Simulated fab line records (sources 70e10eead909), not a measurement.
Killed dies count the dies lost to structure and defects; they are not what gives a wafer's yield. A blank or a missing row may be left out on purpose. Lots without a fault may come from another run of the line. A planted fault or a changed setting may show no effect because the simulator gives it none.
fab line records	flow nand-harc
record lots=24	wafers=72	last-day=24
route steps=1159 shown P_M0@267 P_M1@297 P_M2@332 P_BONDPAD@365
lots that met no fault: from a run of the same line without faults
start-h: hours from the record's opening day to when the first of the lot's shown wafers began	wait-h: hours since the lot's step before	" identical to the entry in the row above	L1.1+2: one row covering several wafers at once	- either no value or no given start	* or withheld: withheld	< > ~ a bound
route shown NAME@n: a module of which the file shows steps, and the number in the route of the first	usual: mean/standard deviation taken from wafers without a fault	same: alike in all rows	chamber/n: place in a boat	sites: readings site by site	_std_site: how widely they spread, as a standard deviation	_edge_site: outer sites' mean less inner sites'	radius-mm: for every site, how far away it sits from the centre of the wafer	mask NAME#n: copy n	behind: the last tool/chamber to shape the wafer	hold: reason for holding the lot/hours on hold/outcome of the hold	device: transistor that didn't switch, given as n, p or np	end of line: the tests these same wafers got at the end of their route	a step given without rows: its recipe and nothing more	killed: at the first sort, the dies lost to defects and structure; wafer yield is something else	map: per-die view of a wafer (x killed, . not killed, _ where there is no die)
set.NAME: the run value of the setting; set.NAME@STEP: its run value at that earlier step	model.NAME: the simulator's own value behind a step, which no gauge read
a sample of lots followed through the steps of the route, with each step as a table and each wafer as a row
services: the hour from which a tool's chamber was out of use, counted from the record's first day as start-h (under 0 if before that day), plus the number of hours and why
## steps
# step NHARC_P_M0_ETCH_34
# recipe target-depth-a=400	overetch-a=120	time-s=43.94	ion-energy-ev=200	n2-flow-sccm=150	h2-flow-sccm=150	ar-flow-sccm=0	rf-w=400	bias-w=150	chemistry=N2/H2
# usual drypump-motor-current-A=5.9/0.62	mfc-ar-sccm=0.009/0.0089	n2-flow-sccm=150.0/0.42	oes-product-au=0.997/0.011	rf-vpp-V=431.5/2.2	showerhead-plenum-p-Torr=2.08/0.074	throttle-valve-pct=14.172/0.0083
lot.wafer	tool	chamber	start-h	wait-h	drypump-motor-current-A	mfc-ar-sccm	n2-flow-sccm	oes-product-au	rf-hours-counter-h	rf-vpp-V	showerhead-plenum-p-Torr	throttle-valve-pct
L074.1	rie-diel-05	1	119.06	0.1	6.4	0	149.7	1.000	11	432.8	2.09	14.168
L074.3	"	2	"	"	5.0	0.021	149.4	0.980	11	429.5	2.00	14.184
L074.2	"	0	"	"	6.0	0	150.2	0.998	10	432.3	2.12	14.174
L076.3	rie-diel-05	1	125.83	0.1	6.4	0	150.5	1.006	11	432.6	2.09	14.160
L076.2	"	2	"	"	5.0	0.021	150.1	0.994	11	428.2	2.00	14.159
L076.1	"	0	"	"	6.0	0	150.0	1.011	11	431.0	2.12	14.170
L075.3	rie-diel-01	1	129.27	0.1	6.3	0.005	151.1	1.006	10	432.8	2.14	14.165
L075.2	"	2	"	"	4.9	0.011	150.3	0.998	11	431.1	2.01	14.157
L075.5	"	3	"	"	6.5	0.023	150.8	1.004	-	428.2	1.94	14.185
L077.3	rie-diel-01	0	130.46	0.1	6.3	0.018	150.1	1.015	13	433.4	2.14	14.172
L077.2	"	3	"	"	6.4	0.023	150.4	1.003	12	427.4	1.94	14.165
L077.5	"	1	"	"	6.3	0.005	150.1	1.002	-	432.5	2.14	14.180
L078.4	rie-diel-05	2	144.27	0.1	5.0	0.021	150.7	0.977	12	428.8	2.00	14.169
L078.2	"	0	"	"	6.0	0	150.1	0.994	12	430.3	2.12	14.179
L078.5	"	2	"	"	5.0	0.021	150.2	0.983	-	428.7	2.00	14.161
L079.2	rie-diel-05	1	144.93	0.1	6.4	0	150.8	1.011	12	430.6	2.09	14.166
L079.5	"	1	"	"	6.4	0	150.7	1.018	-	431.3	2.09	14.154
L079.6	"	2	"	"	5.0	0.021	150.1	0.993	-	428.8	2.00	14.173
L080.4	rie-diel-05	1	145.99	0.1	6.4	0	149.7	0.999	12	431.3	2.09	14.160
L080.2	"	2	"	"	5.0	0.021	149.9	0.983	12	429.2	2.00	14.157
L080.1	"	0	"	"	6.0	0	149.6	1.002	12	434.2	2.12	14.184
L081.3	rie-diel-01	1	154.22	0.1	6.3	0.005	149.2	0.987	0	433.2	2.14	14.173
L081.6	"	0	"	"	6.4	0.018	150.2	0.983	-	433.8	2.14	14.168
L081.5	"	1	"	"	6.3	0.005	149.7	0.988	-	432.8	2.14	14.166
L082.1	rie-diel-01	3	162.66	0.1	6.5	0.023	149.6	0.994	1	428.4	1.94	14.171
L082.4	"	0	"	"	6.3	0.018	150.2	0.986	1	433.7	2.14	14.191
L082.5	"	1	"	"	6.3	0.005	149.9	0.982	-	433.8	2.14	14.171
L083.1	rie-diel-01	0	169.22	0.1	6.3	0.018	150.5	0.992	1	434.6	2.14	14.163
L083.6	"	0	"	"	6.3	0.018	150.7	0.989	-	434.8	2.14	14.174
L083.5	"	1	"	"	6.3	0.005	150.8	0.983	-	435.2	2.14	14.178
L085.2	rie-diel-05	3	178.25	0.1	5.2	0	149.7	1.005	0	433.3	2.14	14.160
L085.3	"	2	"	"	5.0	0.021	149.5	0.996	0	429.4	1.99	14.167
L085.5	"	3	"	"	5.2	0	149.8	0.991	-	433.4	2.14	14.163
L084.4	rie-diel-01	2	178.60	0.1	4.9	0.011	149.5	0.985	3	428.8	2.00	14.177
L084.6	"	0	"	"	6.3	0.018	149.9	0.981	-	433.4	2.14	14.169
L084.5	"	1	"	"	6.3	0.005	150.1	0.982	-	433.3	2.14	14.175
L086.3	rie-diel-01	3	192.17	0.1	6.4	0.023	149.4	1.000	3	428.3	1.94	14.170
L086.1	"	1	"	"	6.3	0.005	150.8	0.973	3	434.3	2.14	14.183
L086.2	"	2	"	"	4.9	0.011	149.8	0.987	3	429.6	2.00	14.179
L087.3	rie-diel-05	3	193.26	0.1	5.2	0	149.2	1.006	2	433.5	2.14	14.167
L087.5	"	2	"	"	5.0	0.021	150.2	1.005	-	428.0	1.99	14.164
L087.6	"	3	"	"	5.2	0	149.6	1.010	-	433.0	2.14	14.166
L088.3	rie-diel-05	2	212.98	0.1	5.0	0.021	150.1	1.008	4	430.5	1.99	14.163
L088.6	"	0	"	"	6.1	0	150.8	0.996	-	431.4	2.12	14.179
L088.5	"	1	"	"	6.4	0	150.1	0.998	-	433.1	2.09	14.183
L089.2	rie-diel-12	3	215.03	0.1	6.6	0.012	149.8	0.990	0	432.5	2.09	14.182
L089.3	"	0	"	"	6.2	0	150.6	0.971	0	429.8	1.99	14.181
L089.5	"	3	"	"	6.7	0.012	149.6	0.984	-	432.9	2.09	14.178
L091.1	rie-diel-12	0	218.08	0.1	6.1	0	150.2	0.996	0	429.8	1.99	14.177
L091.3	"	1	"	"	5.8	0	149.6	1.009	0	431.4	2.07	14.159
L091.4	"	2	"	"	6.4	0.001	150.6	1.009	0	434.3	2.20	14.181
L090.1	rie-diel-01	1	218.82	0.1	6.3	0.005	150.1	0.981	5	433.7	2.14	14.188
L090.4	"	0	"	"	6.3	0.018	149.7	0.986	5	433.2	2.14	14.169
L090.5	"	1	"	"	6.3	0.005	149.2	0.983	-	433.9	2.14	14.165
L092.2	rie-diel-01	0	222.06	0.1	6.4	0.018	150.7	0.996	5	433.8	2.14	14.180
L092.1	"	2	"	"	4.9	0.011	150.1	0.999	6	429.8	2.00	14.164
L092.4	"	0	"	"	6.3	0.018	150.3	0.991	-	433.3	2.14	14.188
L093.1	rie-diel-12	3	224.25	0.1	6.7	0.012	149.8	0.999	1	432.6	2.09	14.168
L093.3	"	0	"	"	6.2	0	150.0	0.994	1	428.8	1.99	14.173
L093.6	"	3	"	"	6.6	0.012	149.7	0.996	-	431.7	2.09	14.163
L094.3	rie-diel-05	1	235.80	0.1	6.4	0	149.3	1.002	5	432.2	2.09	14.168
L094.2	"	3	"	"	5.2	0	149.8	0.999	5	433.2	2.14	14.173
L094.4	"	3	"	"	5.2	0	149.7	0.997	-	434.3	2.14	14.177
L095.3	rie-diel-01	3	247.03	0.1	6.4	0.023	150.3	1.007	7	427.7	1.94	14.169
L095.6	"	3	"	"	6.5	0.023	150.2	1.011	-	428.7	1.94	14.173
L095.5	"	0	"	"	6.3	0.018	150.3	0.996	-	432.5	2.14	14.165
L096.1	rie-diel-01	3	247.91	0.1	6.4	0.023	149.9	1.007	7	426.4	1.94	14.182
L096.6	"	0	"	"	6.4	0.018	149.7	0.995	-	433.3	2.14	14.173
L096.5	"	1	"	"	6.3	0.005	150.4	0.980	-	434.3	2.14	14.164
L097.3	rie-diel-05	1	252.78	0.1	6.4	0	150.1	1.008	7	431.1	2.09	14.162
L097.1	"	2	"	"	5.0	0.021	149.8	1.017	7	428.9	1.99	14.178
L097.2	"	3	"	"	5.2	0	150.3	1.007	7	432.8	2.14	14.179
# step NHARC_P_M0_CD_MEAS_16
# usual cd-nm=89.6/0.74
lot.wafer	tool	chamber	start-h	wait-h	cd-nm
L074.1	cd-sem-02	-	119.28	-	89.0
L074.2	"	-	"	"	89.1
L074.3	"	-	"	"	88.8
L076.1	cd-sem-02	-	126.05	-	89.4
L076.2	"	-	"	"	89.2
L076.3	"	-	"	"	88.8
L075.2	cd-sem-03	-	129.48	-	89.6
L075.3	"	-	"	"	88.9
L075.5	"	-	"	"	89.8
L077.2	cd-sem-03	-	130.69	-	91.1
L077.3	"	-	"	"	88.7
L077.5	"	-	"	"	89.8
L078.2	cd-sem-01	-	144.48	-	90.8
L078.4	"	-	"	"	89.7
L078.5	"	-	"	"	88.6
L079.2	cd-sem-03	-	145.15	-	89.6
L079.5	"	-	"	"	89.5
L079.6	"	-	"	"	90.2
L080.1	cd-sem-02	-	146.20	-	90.5
L080.2	"	-	"	"	90.4
L080.4	"	-	"	"	90.1
L081.3	cd-sem-01	-	154.45	-	91.1
L081.5	"	-	"	"	90.0
L081.6	"	-	"	"	88.9
L082.1	cd-sem-03	-	162.87	-	90.2
L082.4	"	-	"	"	89.1
L082.5	"	-	"	"	90.0
L083.1	cd-sem-01	-	169.43	-	89.1
L083.5	"	-	"	"	89.8
L083.6	"	-	"	"	89.6
L085.2	cd-sem-01	-	178.46	-	88.9
L085.3	"	-	"	"	89.9
L085.5	"	-	"	"	89.1
L084.4	cd-sem-02	-	178.81	-	92.3
L084.5	"	-	"	"	90.3
L084.6	"	-	"	"	89.6
L086.1	cd-sem-02	-	192.38	-	89.4
L086.2	"	-	"	"	91.0
L086.3	"	-	"	"	89.9
L087.3	cd-sem-01	-	193.47	-	89.1
L087.5	"	-	"	"	90.2
L087.6	"	-	"	"	90.7
L088.3	cd-sem-03	-	213.19	-	89.3
L088.5	"	-	"	"	89.2
L088.6	"	-	"	"	89.5
L089.2	cd-sem-02	-	215.24	-	89.6
L089.3	"	-	"	"	90.2
L089.5	"	-	"	"	89.6
L091.1	cd-sem-02	-	218.29	-	89.3
L091.3	"	-	"	"	89.3
L091.4	"	-	"	"	89.4
L090.1	cd-sem-01	-	219.04	-	90.3
L090.4	"	-	"	"	89.5
L090.5	"	-	"	"	89.9
L092.1	cd-sem-03	-	222.29	-	89.2
L092.2	"	-	"	"	88.7
L092.4	"	-	"	"	89.3
L093.1	cd-sem-03	-	224.46	-	89.4
L093.3	"	-	"	"	88.5
L093.6	"	-	"	"	89.0
L094.2	cd-sem-02	-	236.03	-	89.4
L094.3	"	-	"	"	89.8
L094.4	"	-	"	"	89.1
L095.3	cd-sem-01	-	247.25	-	91.1
L095.5	"	-	"	"	89.2
L095.6	"	-	"	"	89.5
L096.1	cd-sem-03	-	248.11	-	90.7
L096.5	"	-	"	"	89.9
L096.6	"	-	"	"	90.1
L097.1	cd-sem-03	-	253.00	-	88.7
L097.2	"	-	"	"	89.2
L097.3	"	-	"	"	88.8
# step NHARC_P_M1_INSPECT_11
# usual raw-defect-count=4.2/2.6
lot.wafer	tool	chamber	start-h	wait-h	raw-defect-count
L074.1	defect-inspect-02	-	122.86	0.0	4
L074.2	"	-	"	"	0
L074.3	"	-	"	"	5
L076.1	defect-inspect-01	-	129.79	0.0	2
L076.2	"	-	"	"	5
L076.3	"	-	"	"	5
L075.2	defect-inspect-01	-	133.47	0.0	2
L075.3	"	-	"	"	3
L075.5	"	-	"	"	3
L077.2	defect-inspect-01	-	134.47	0.0	8
L077.3	"	-	"	"	6
L077.5	"	-	"	"	7
L078.2	defect-inspect-01	-	148.41	0.0	2
L078.4	"	-	"	"	7
L078.5	"	-	"	"	6
L079.2	defect-inspect-01	-	148.86	0.0	3
L079.5	"	-	"	"	4
L079.6	"	-	"	"	7
L080.1	defect-inspect-01	-	150.12	0.0	7
L080.2	"	-	"	"	6
L080.4	"	-	"	"	5
L081.3	defect-inspect-02	-	158.13	0.0	6
L081.5	"	-	"	"	4
L081.6	"	-	"	"	2
L082.1	defect-inspect-02	-	166.96	0.0	5
L082.4	"	-	"	"	1
L082.5	"	-	"	"	4
L083.1	defect-inspect-01	-	173.12	0.0	2
L083.5	"	-	"	"	0
L083.6	"	-	"	"	3
L085.2	defect-inspect-02	-	182.15	0.0	6
L085.3	"	-	"	"	6
L085.5	"	-	"	"	3
L084.4	defect-inspect-02	-	182.50	0.0	1
L084.5	"	-	"	"	2
L084.6	"	-	"	"	2
L086.1	defect-inspect-01	-	196.07	0.0	11
L086.2	"	-	"	"	12
L086.3	"	-	"	"	12
L087.3	defect-inspect-02	-	197.03	0.0	6
L087.5	"	-	"	"	4
L087.6	"	-	"	"	5
L088.3	defect-inspect-01	-	216.91	0.0	4
L088.5	"	-	"	"	7
L088.6	"	-	"	"	7
L089.2	defect-inspect-01	-	218.79	0.0	1
L089.3	"	-	"	"	3
L089.5	"	-	"	"	5
L091.1	defect-inspect-02	-	221.99	0.0	1
L091.3	"	-	"	"	6
L091.4	"	-	"	"	4
L090.1	defect-inspect-02	-	222.93	0.0	3
L090.4	"	-	"	"	2
L090.5	"	-	"	"	7
L092.1	defect-inspect-01	-	226.02	0.0	5
L092.2	"	-	"	"	4
L092.4	"	-	"	"	0
L093.1	defect-inspect-01	-	228.44	0.0	0
L093.3	"	-	"	"	4
L093.6	"	-	"	"	3
L094.2	defect-inspect-02	-	239.80	0.0	2
L094.3	"	-	"	"	3
L094.4	"	-	"	"	1
L095.3	defect-inspect-02	-	250.80	0.0	9
L095.5	"	-	"	"	1
L095.6	"	-	"	"	6
L096.1	defect-inspect-02	-	251.67	0.0	4
L096.5	"	-	"	"	2
L096.6	"	-	"	"	2
L097.1	defect-inspect-02	-	256.69	0.0	5
L097.2	"	-	"	"	2
L097.3	"	-	"	"	3
# step NHARC_P_M2_ETCH_35
# recipe target-depth-a=400	overetch-a=120	time-s=43.94	ion-energy-ev=200	n2-flow-sccm=150	h2-flow-sccm=150	ar-flow-sccm=0	rf-w=400	bias-w=150	chemistry=N2/H2
# usual drypump-motor-current-A=5.7/0.47	mfc-ar-sccm=0.012/0.0091	n2-flow-sccm=150.0/0.48	oes-product-au=0.999/0.0094	rf-vpp-V=429.9/3	showerhead-plenum-p-Torr=2.02/0.1	throttle-valve-pct=14.174/0.0089
lot.wafer	tool	chamber	start-h	wait-h	drypump-motor-current-A	mfc-ar-sccm	n2-flow-sccm	oes-product-au	rf-hours-counter-h	rf-vpp-V	showerhead-plenum-p-Torr	throttle-valve-pct
L074.3	rie-diel-06	1	127.34	0.1	5.4	0.027	149.7	1.021	2	428.1	1.95	14.184
L074.2	"	2	"	"	5.7	0.009	149.0	1.009	2	425.6	1.90	14.165
L074.1	"	3	"	"	6.6	0.013	150.5	1.004	2	430.2	2.03	14.175
L076.3	rie-diel-06	1	134.59	0.1	5.4	0.027	150.0	0.996	2	427.7	1.95	14.156
L076.1	"	2	"	"	5.7	0.009	149.5	0.999	2	426.5	1.90	14.180
L076.2	"	3	"	"	6.6	0.013	148.6	1.008	2	430.6	2.03	14.169
L075.2	rie-diel-06	2	138.10	0.2	5.7	0.009	149.8	1.019	2	425.1	1.90	14.162
L075.3	"	3	"	"	6.6	0.013	150.8	1.007	2	430.1	2.03	14.173
L075.5	"	1	"	"	5.3	0.027	150.0	1.015	-	428.8	1.95	14.179
L077.3	rie-diel-02	1	139.36	0.1	5.3	0	150.1	1.001	32	430.2	2.02	14.169
L077.2	"	3	"	"	5.7	0	149.5	0.990	30	429.6	1.98	14.162
L077.5	"	2	"	"	5.3	0.014	149.5	0.988	-	432.1	2.02	14.179
L078.4	rie-diel-06	0	152.75	0.1	5.6	0.009	149.8	0.989	2	434.6	2.20	14.177
L078.2	"	2	"	"	5.7	0.009	149.5	1.005	3	426.6	1.90	14.175
L078.5	"	0	"	"	5.6	0.009	149.2	0.988	-	435.1	2.21	14.189
L079.2	rie-diel-11	2	153.28	0.2	5.6	0	150.4	0.998	50	428.8	1.93	14.168
L079.6	"	2	"	"	5.6	0	149.9	1.005	-	426.3	1.93	14.181
L079.5	"	3	"	"	5.4	0	150.3	0.999	-	428.6	1.98	14.180
L080.2	rie-diel-06	0	154.57	0.1	5.6	0.009	149.7	1.000	2	434.8	2.20	14.180
L080.1	"	2	"	"	5.7	0.009	150.0	1.005	3	426.9	1.90	14.179
L080.4	"	3	"	"	6.6	0.013	149.7	1.008	3	430.9	2.03	14.171
L081.3	rie-diel-06	0	162.46	0.1	5.6	0.009	150.3	0.992	3	435.7	2.20	14.174
L081.6	"	3	"	"	6.6	0.013	149.9	1.003	-	431.6	2.03	14.180
L081.5	"	0	"	"	5.6	0.009	149.8	0.986	-	435.7	2.21	14.176
L082.1	rie-diel-02	2	171.12	0.1	5.4	0.014	149.8	0.994	1	429.6	2.02	14.188
L082.4	"	3	"	"	5.7	0	149.7	0.990	2	428.7	1.98	14.181
L082.5	"	2	"	"	5.4	0.014	150.2	1.000	-	429.1	2.02	14.181
L083.1	rie-diel-06	3	177.59	0.1	6.6	0.013	150.2	0.998	4	430.3	2.03	14.159
L083.6	"	0	"	"	5.6	0.009	149.8	0.983	-	435.2	2.20	14.176
L083.5	"	1	"	"	5.4	0.027	149.6	1.003	-	427.7	1.95	14.170
L085.3	rie-diel-06	0	186.67	0.1	5.6	0.009	150.2	0.991	4	434.7	2.20	14.182
L085.2	"	3	"	"	6.6	0.013	149.5	1.005	5	430.4	2.03	14.181
L085.5	"	0	"	"	5.6	0.009	149.4	0.996	-	434.3	2.20	14.153
L084.4	rie-diel-06	2	187.77	0.1	5.7	0.009	150.9	1.013	4	425.6	1.90	14.174
L084.5	"	3	"	"	6.6	0.013	150.1	0.995	-	430.2	2.03	14.174
L084.6	"	0	"	"	5.6	0.009	149.9	1.003	-	435.1	2.20	14.186
L086.1	rie-diel-06	0	200.46	0.1	5.6	0.009	150.2	0.992	4	435.7	2.20	14.172
L086.3	"	2	"	"	5.7	0.009	150.0	0.997	5	425.4	1.90	14.180
L086.2	"	3	"	"	6.6	0.013	150.3	1.002	5	430.3	2.03	14.169
L087.3	rie-diel-06	2	201.46	0.1	5.7	0.009	150.5	1.002	5	426.1	1.90	14.169
L087.5	"	1	"	"	5.3	0.027	151.1	1.003	-	428.6	1.95	14.173
L087.6	"	2	"	"	5.7	0.009	150.4	1.011	-	426.3	1.90	14.168
L088.3	rie-diel-06	1	221.56	0.1	5.4	0.027	150.2	1.012	6	429.6	1.95	14.171
L088.6	"	2	"	"	5.7	0.009	150.0	1.017	-	426.3	1.90	14.162
L088.5	"	3	"	"	6.6	0.013	149.5	1.011	-	430.7	2.03	14.162
L089.3	rie-diel-06	2	223.53	0.1	5.7	0.009	149.5	1.010	6	427.2	1.90	14.184
L089.2	"	0	"	"	5.6	0.009	148.9	0.986	5	435.3	2.20	14.173
L089.5	"	1	"	"	5.3	0.027	150.4	1.000	-	427.7	1.95	14.183
L091.3	rie-diel-06	0	226.31	0.1	5.6	0.009	149.9	0.987	5	435.9	2.20	14.184
L091.4	"	2	"	"	5.7	0.009	149.5	1.001	6	427.0	1.90	14.167
L091.1	"	3	"	"	6.6	0.013	149.7	0.990	6	430.7	2.03	14.187
L090.1	rie-diel-11	3	227.31	0.1	5.4	0	150.0	0.994	9	426.5	1.97	14.189
L090.4	"	1	"	"	6.4	0	150.1	0.993	9	433.0	2.11	14.173
L090.5	"	3	"	"	5.4	0	149.9	0.993	-	429.7	1.97	14.154
L092.1	rie-diel-06	0	230.20	0.1	5.6	0.009	149.9	0.989	5	435.1	2.20	14.166
L092.2	"	1	"	"	5.3	0.027	149.3	1.005	6	428.3	1.95	14.182
L092.4	"	3	"	"	6.6	0.013	149.9	0.993	6	429.5	2.03	14.182
L093.1	rie-diel-06	2	233.10	0.1	5.7	0.009	149.2	1.006	6	426.3	1.90	14.169
L093.3	"	1	"	"	5.4	0.027	149.9	1.001	6	429.1	1.95	14.172
L093.6	"	2	"	"	5.7	0.009	149.9	0.996	-	425.4	1.90	14.174
L094.3	rie-diel-02	1	244.40	0.1	5.4	0	150.2	1.005	16	429.7	2.02	14.171
L094.4	"	2	"	"	5.4	0.014	150.0	0.999	15	430.0	2.02	14.163
L094.2	"	0	"	"	4.7	0	150.2	1.001	16	433.0	2.11	14.165
L095.3	rie-diel-06	3	255.24	0.1	6.6	0.013	149.9	0.981	0	430.8	2.03	14.178
L095.6	"	2	"	"	5.7	0.009	149.6	1.005	-	428.1	1.90	14.167
L095.5	"	3	"	"	6.6	0.013	149.7	0.981	-	430.5	2.03	14.180
L096.1	rie-diel-06	0	255.90	0.1	5.6	0.009	150.0	0.983	0	434.1	2.20	14.179
L096.5	"	0	"	"	5.6	0.009	149.7	0.991	-	435.6	2.20	14.167
L096.6	"	1	"	"	5.4	0.027	149.6	0.987	-	427.5	1.95	14.165
L097.1	rie-diel-02	1	261.13	0.1	5.3	0	150.4	1.005	20	429.4	2.01	14.167
L097.2	"	2	"	"	5.3	0.014	149.6	1.004	18	430.8	2.02	14.176
L097.3	"	3	"	"	5.7	0	149.8	0.994	18	428.6	1.97	14.174
# step NHARC_P_M2_PRE_CLEAN_32
# recipe time-s=12	temp-c=370	rf-power-w=300	gas=NH3
# usual heater-power-w=657/58
lot.wafer	tool	chamber	start-h	wait-h	heater-power-w
L074.2	pecvd-01	1	129.92	0.1	608
L074.1	"	0	"	"	717
L074.3	"	1	"	"	610
L076.1	pecvd-01	1	137.20	0.1	637
L076.2	"	0	"	"	689
L076.3	"	0	"	"	682
L075.2	pecvd-01	0	140.80	0.1	681
L075.3	"	1	"	"	619
L075.5	"	0	"	"	671
L077.2	pecvd-02	0	142.01	0.1	597
L077.3	"	1	"	"	639
L077.5	"	2	"	"	662
L078.2	pecvd-01	1	155.35	0.1	579
L078.5	"	0	"	"	719
L078.4	"	1	"	"	606
L079.2	pecvd-01	2	156.25	0.1	688
L079.6	"	0	"	"	648
L079.5	"	1	"	"	668
L080.2	pecvd-03	2	157.31	0.2	606
L080.1	"	1	"	"	791
L080.4	"	0	"	"	620
L081.3	pecvd-03	1	165.09	0.1	747
L081.6	"	0	"	"	689
L081.5	"	1	"	"	740
L082.1	pecvd-01	0	173.69	0.1	699
L082.4	"	0	"	"	688
L082.5	"	1	"	"	672
L083.1	pecvd-01	2	180.26	0.1	714
L083.5	"	1	"	"	701
L083.6	"	2	"	"	715
L085.2	pecvd-02	2	189.23	0.1	655
L085.3	"	1	"	"	617
L085.5	"	1	"	"	622
L084.6	pecvd-03	0	190.35	0.1	600
L084.5	"	1	"	"	746
L084.4	"	2	"	"	528
L086.2	pecvd-03	0	203.01	0.1	590
L086.1	"	1	"	"	770
L086.3	"	2	"	"	543
L087.3	pecvd-01	2	204.04	0.1	753
L087.5	"	0	"	"	716
L087.6	"	2	"	"	733
L088.3	pecvd-01	2	224.17	0.1	691
L088.6	"	0	"	"	712
L088.5	"	2	"	"	690
L089.2	pecvd-02	1	226.09	0.1	629
L089.3	"	2	"	"	737
L089.5	"	2	"	"	738
L091.3	pecvd-02	2	228.94	0.1	787
L091.1	"	1	"	"	601
L091.4	"	1	"	"	609
L090.1	pecvd-01	2	229.91	0.1	613
L090.4	"	0	"	"	712
L090.5	"	1	"	"	657
L092.2	pecvd-02	0	232.78	0.1	634
L092.1	"	1	"	"	590
L092.4	"	0	"	"	638
L093.3	pecvd-01	1	235.70	0.1	664
L093.1	"	2	"	"	686
L093.6	"	2	"	"	685
L094.2	pecvd-03	0	247.02	0.1	602
L094.3	"	2	"	"	592
L094.4	"	0	"	"	619
L095.3	pecvd-02	1	257.81	0.1	548
L095.6	"	1	"	"	556
L095.5	"	2	"	"	689
L096.1	pecvd-03	1	258.55	0.1	672
L096.6	"	1	"	"	643
L096.5	"	2	"	"	550
L097.3	pecvd-02	1	263.69	0.1	599
L097.1	"	2	"	"	708
L097.2	"	0	"	"	630
# step NHARC_P_BONDPAD_OVL_MEAS_38
# usual overlay-x-nm=-3/4.7	overlay-y-nm=0/5.4
lot.wafer	tool	chamber	start-h	wait-h	overlay-x-nm	overlay-y-nm
L074.1	overlay-01	-	131.91	-	-4	0
L074.2	"	-	"	"	-4	0
L074.3	"	-	"	"	-4	0
L076.1	overlay-02	-	139.15	-	0	2
L076.2	"	-	"	"	0	2
L076.3	"	-	"	"	0	2
L075.2	overlay-01	-	142.75	-	2	1
L075.3	"	-	"	"	1	1
L075.5	"	-	"	"	2	2
L077.2	overlay-01	-	143.95	-	-1	4
L077.3	"	-	"	"	-1	3
L077.5	"	-	"	"	-1	4
L078.2	overlay-02	-	157.11	-	-12	-1
L078.4	"	-	"	"	-11	-1
L078.5	"	-	"	"	-12	-1
L079.2	overlay-01	-	158.13	-	-3	6
L079.5	"	-	"	"	-3	6
L079.6	"	-	"	"	-3	6
L080.1	overlay-02	-	158.96	-	2	7
L080.2	"	-	"	"	2	6
L080.4	"	-	"	"	2	6
L081.3	overlay-01	-	167.09	-	1	9
L081.5	"	-	"	"	1	9
L081.6	"	-	"	"	0	9
L082.1	overlay-01	-	175.49	-	1	-2
L082.4	"	-	"	"	2	-2
L082.5	"	-	"	"	2	-2
L083.1	overlay-02	-	182.05	-	1	-9
L083.5	"	-	"	"	1	-10
L083.6	"	-	"	"	0	-9
L085.2	overlay-01	-	191.04	-	-7	-6
L085.3	"	-	"	"	-7	-6
L085.5	"	-	"	"	-7	-6
L084.4	overlay-01	-	192.14	-	0	-13
L084.5	"	-	"	"	0	-13
L084.6	"	-	"	"	0	-13
L086.1	overlay-02	-	204.82	-	-1	-11
L086.2	"	-	"	"	-1	-12
L086.3	"	-	"	"	-1	-12
L087.3	overlay-01	-	206.00	-	-3	4
L087.5	"	-	"	"	-3	5
L087.6	"	-	"	"	-3	5
L088.3	overlay-02	-	225.81	-	-1	-1
L088.5	"	-	"	"	-1	-2
L088.6	"	-	"	"	-1	-1
L089.2	overlay-02	-	227.74	-	-1	2
L089.3	"	-	"	"	-1	2
L089.5	"	-	"	"	-1	1
L091.1	overlay-02	-	230.76	-	-12	3
L091.3	"	-	"	"	-13	2
L091.4	"	-	"	"	-12	3
L090.1	overlay-01	-	231.76	-	-5	3
L090.4	"	-	"	"	-5	3
L090.5	"	-	"	"	-6	2
L092.1	overlay-01	-	234.58	-	-6	2
L092.2	"	-	"	"	-6	1
L092.4	"	-	"	"	-6	2
L093.1	overlay-01	-	237.53	-	-12	1
L093.3	"	-	"	"	-12	1
L093.6	"	-	"	"	-12	1
L094.2	overlay-02	-	248.84	-	-5	1
L094.3	"	-	"	"	-5	1
L094.4	"	-	"	"	-4	1
L095.3	overlay-01	-	259.49	-	-9	6
L095.5	"	-	"	"	-9	6
L095.6	"	-	"	"	-9	6
L096.1	overlay-02	-	260.24	-	-1	2
L096.5	"	-	"	"	-1	2
L096.6	"	-	"	"	-1	2
L097.1	overlay-02	-	265.37	-	6	0
L097.2	"	-	"	"	6	0
L097.3	"	-	"	"	6	1
## services
tool	chamber	start-h	hours	kind
rie-diel-02	2	95.94	13.9	repair
pecvd-03	-	111.42	13.0	pm
rie-diel-06	0	121.33	20.3	repair
pecvd-01	2	121.67	27.9	repair
rie-diel-01	-	137.80	9.0	pm
rie-diel-12	-	142.27	1.4	repair
rie-diel-02	3	144.75	8.2	repair
rie-diel-02	-	150.70	9.0	pm
pecvd-02	-	153.00	13.0	pm
rie-diel-05	-	163.64	9.0	pm
rie-diel-12	3	164.92	4.5	repair
rie-diel-02	3	184.48	4.1	repair
rie-diel-02	2	186.18	7.2	repair
rie-diel-11	-	189.50	9.0	pm
rie-diel-06	3	201.27	4.0	repair
rie-diel-12	-	202.40	9.0	pm
rie-diel-01	1	219.90	15.9	repair
rie-diel-05	2	231.38	7.4	repair
rie-diel-01	-	234.23	0.2	repair
pecvd-01	-	237.00	13.0	pm
rie-diel-06	3	238.34	8.3	repair
rie-diel-06	-	241.20	9.0	pm
rie-diel-12	3	253.68	16.0	repair
rie-diel-06	-	258.68	5.1	repair
## key
fault none
